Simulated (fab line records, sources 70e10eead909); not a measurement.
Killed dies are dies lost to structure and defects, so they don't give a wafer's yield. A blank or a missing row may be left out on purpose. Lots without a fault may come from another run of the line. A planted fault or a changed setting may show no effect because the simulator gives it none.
Chamber matching | flow nand_harc | NHARC_P_ZERO_WELL_ETCH_63 on rie_si-06: 4 sister chambers
The step etches the open film in HBr/Cl2, target depth 120 nm, time 40.1 s. 8 wafers are shown with their chamber, then 7 later ones without.

WAFERS WITH THEIR CHAMBER
wafer  | chamber | drypump_motor_current_A (A) | oes_product_au (a.u.)
L281.5 | 1       | 4.6                         | 1.009
L282.1 | 3       | 5.7                         | 1.020
L282.3 | 2       | 6.0                         | 0.998
L282.6 | 2       | 6.0                         | 0.993
L284.4 | 3       | 5.7                         | 1.006
L284.6 | 0       | 6.5                         | 1.004
L285.2 | 1       | 4.7                         | 0.997
L285.3 | 0       | 6.5                         | 0.998

WAFERS WITHOUT THEIR CHAMBER
wafer  | drypump_motor_current_A (A) | oes_product_au (a.u.)
L285.4 | 6.0                         | 0.997
L296.2 | 5.7                         | 0.995
L296.5 | 6.0                         | 1.008
L296.6 | 4.6                         | 0.991
L297.1 | 6.5                         | 1.002
L297.2 | 6.0                         | 1.000
L297.6 | 6.5                         | 1.008

WHICH CHAMBER EACH WENT THROUGH
wafer  | from the rows above | in truth
L285.4 | 2                   | 2
L296.2 | 3                   | 3
L296.5 | 2                   | 2
L296.6 | 1                   | 1
L297.1 | 0                   | 0
L297.2 | 2                   | 2
L297.6 | 0                   | 0
Placed correctly: 7 of 7. Can't be placed from these rows: 0. Placed wrongly: 0.
How it was worked out, from the rows above alone: a wafer's distance from a chamber is the root of the sum, over the readings, of the square of ((its reading less the chamber's mean) divided by the reading's scatter). The wafer belongs to the nearest chamber; if the next one is less than 2 further off, it can't be placed. A chamber's mean is the mean of its shown wafers. The scatter: the root of (the sum of the squares of (reading less its chamber's mean) over the shown wafers, divided by (wafers less chambers)).
